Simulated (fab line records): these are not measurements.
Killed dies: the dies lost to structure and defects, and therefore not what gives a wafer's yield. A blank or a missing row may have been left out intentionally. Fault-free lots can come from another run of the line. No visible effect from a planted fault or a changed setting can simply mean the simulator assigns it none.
A struck lot beside a sound one || flow n5_finfet || 37 steps out of a route of 1938
Sound: these wafers, L555.1, L555.3, L555.5. The struck wafers were L543.1, L543.2, L543.4. The cause comes at the end.
Order at every step that has rows: each side's tool, ch and its chambers, its first start. Under that, the readings that differ: sound wafers || struck wafers || difference of the means || sigmas: that difference in standard deviations of wafers without a fault.
alike: words and numbers the same on both sides, and readings whose means are apart by under 2 such deviations; not compared: readings that were withheld, readings missing a value for some wafer, numbers with overlapping values and no deviation given by the record, and bounds like >300 which may hide the same value.
Wherever a step has rows on one side only, a row that says differs or no value, or a row with sigmas, the two part there. When numbers do not overlap yet have no deviation, they are printed without sigmas and do not part them. Lack of a reading on every wafer of one side parts them only where that side has two or more wafers.

first, 9 steps without rows for these wafers: N5_BEOL_M4_ANNEAL_95 (time 240 s); N5_BEOL_M4_SPUTTER_96 (material Cu, target thk 4.5 nm, time 8.29 s); N5_BEOL_M4_ECD_50 (material Cu, target thk 300 nm); N5_BEOL_M4_ANNEAL_51 (time 90 s); N5_BEOL_M4_CMP_52 (polishes, stops on SiOC, t overpolish 6.8 s, target thk 40 nm); N5_BEOL_M4_PRE_CLEAN_60 (time 15 s); N5_BEOL_M4_CO_CAP_55 (material Co, precursor CCTBA/H2, target thk 2 nm, time 102.1 s); N5_BEOL_M4_PRE_CLEAN_56 (time 15 s); N5_BEOL_M4_DEP_57 (deposits SiCN from 3MS/NH3, target thk 8 nm, time 14 s).
N5_BEOL_M4_RC_MEAS_101:
  sound on prober-02 ch 0, day 13 15:17; struck on prober-02 ch 0, day 10 18:24
{"reading": "IOFF_P (nA/um)", "sound": "0.18 0.26 0.17", "struck": "0.27 0.29 0.30", "difference": "+0.08", "sigmas": "+2"}
{"reading": "VT_N (mV)", "sound": "254 248 255", "struck": "246 244 244", "difference": -8, "sigmas": -2}
  alike: DIBL_N, DIBL_P, IOFF_N, ION_N, ION_P, SS_N, SS_P, VT_P
then, 24 steps without rows for these wafers: N5_BEOL_M5_ILD_DEP_00 (deposits SiCOH lowk from DEMS/porogen, target thk 140.64 nm, time 25.9 s); N5_BEOL_M5_CURE_79 (cures SiCOH lowk, time 240 s); N5_BEOL_M5_PECVD_70 (deposits SiO2 from TEOS/O2, target thk 16 nm, time 18 s); N5_BEOL_M5_HM_DEP_02 (deposits TiN, target thk 20 nm); N5_BEOL_M5_COAT_59 (time 60 s, resist thk 60 nm); N5_BEOL_M5_COAT_60 (time 60 s, resist thk 12 nm); N5_BEOL_M5_COAT_71 (time 60 s, resist thk 5 nm); N5_BEOL_M5_COAT_05 (resist thk 30 nm); N5_BEOL_M5_EBR_07; N5_BEOL_M5_SOFTBAKE_06 (time 60 s); N5_BEOL_M5_EXPOSE_08 (exposes mask M5, target cd 28 nm); N5_BEOL_M5_PEB_09 (peb time 60 s); N5_BEOL_M5_DEVELOP_10 (develop time 30 s); N5_BEOL_M5_DESCUM_16 (chemistry O2, time 7 s); N5_BEOL_M5_ETCH_72 (etches underlayer in N2/H2, target depth 6.5 nm, time 5.2 s); N5_BEOL_M5_ETCH_61 (etches SiARC in CF4, target depth 15.6 nm, time 26 s); N5_BEOL_M5_ETCH_62 (etches SOC in N2/H2, target depth 75 nm, overetch 15 nm, time 112.5 s); N5_BEOL_M5_STRIP_63 (strips in N2/H2); N5_BEOL_M5_STRIP_73 (strips in N2/H2); N5_BEOL_M5_STRIP_64 (strips in CF4); N5_BEOL_M5_HM_OPEN_17 (chemistry Cl2/BCl3, target TiN, target depth 20 nm, overetch 6 nm); N5_BEOL_M5_STRIP_19 (strips in O2); N5_BEOL_M5_COAT_65 (time 60 s, resist thk 60 nm); N5_BEOL_M5_COAT_66 (time 60 s, resist thk 12 nm).
N5_BEOL_M6_ALD_77: deposits TaN, target thk 2 nm, pulse time 2 s, purge time 3 s.
  sound on ald_metal-03 ch 1,2,3, day 14 16:01; struck on ald_metal-03 ch 1,2,3, day 11 17:35
  no value came back on the struck wafers for ald_cycles, chamber_pressure_Torr (Torr), heater_power_w (W), susceptor_temp_C (C); on the sound wafers ald_cycles reads 40 40 40
N5_BEOL_M6_CMP_52: polishes, stops on SiCOH lowk, t overpolish 6.9 s, target thk 80 nm.
  sound on cmp-01 ch 0,1,3, day 14 17:16; struck on cmp-01 ch 0,1,3, day 11 19:35
{"reading": "barrier_field_endpoint_s (s)", "sound": "28.8 28.0 29.3", "struck": "26.2 28.0 27.1", "difference": -1.6, "sigmas": -2}
  alike: motor_current_A
-- here the record skips 4 days between the struck wafers' starts before and after, leaving off in module BEOL_M6 and picking up in module PASSIVATION (first step shown: number 1936 of the route) --
N5_PASSIVATION_PROBE_49:
  sound on prober-01 at day 18 13:35; struck on prober-01 at day 15 10:16
{"reading": "defect_limited_yield (%)", "sound": "89.5 90.2 90.3", "struck": "0 0 0", "difference": -90, "sigmas": -69}
{"reading": "killed_at_M4_up", "sound": "21 9 17", "struck": "1100 1109 1091", "difference": "+1084", "sigmas": "+99 or more"}
{"reading": "killed_dies", "sound": "124 116 114", "struck": "1180 1180 1180", "difference": "+1062", "sigmas": "+71"}
{"reading": "killed_on_rim", "sound": "20 12 21", "struck": "152 152 152", "difference": "+134", "sigmas": "+30"}
{"reading": "sort_bin_4_leakage (%)", "sound": "0 0 0", "struck": "92.37 92.71 91.53", "difference": "+92.20", "sigmas": ""}
{"reading": "sort_n_pass", "sound": "1056 1064 1066", "struck": "0 0 0", "difference": -1062, "sigmas": -71}
{"reading": "sort_yield_pct (%)", "sound": "89.5 90.2 90.3", "struck": "0 0 0", "difference": -90, "sigmas": -69}
  alike: killed_at_M0_to_M3, killed_at_contacts, killed_at_front_end, killed_at_other, killed_open, killed_short, sort_bin_5_function, sort_bin_6_memory

WHERE THEY PART
At N5_BEOL_M4_RC_MEAS_101 first; at N5_PASSIVATION_PROBE_49 last (within this record only).

WHY: whatever the simulator had introduced
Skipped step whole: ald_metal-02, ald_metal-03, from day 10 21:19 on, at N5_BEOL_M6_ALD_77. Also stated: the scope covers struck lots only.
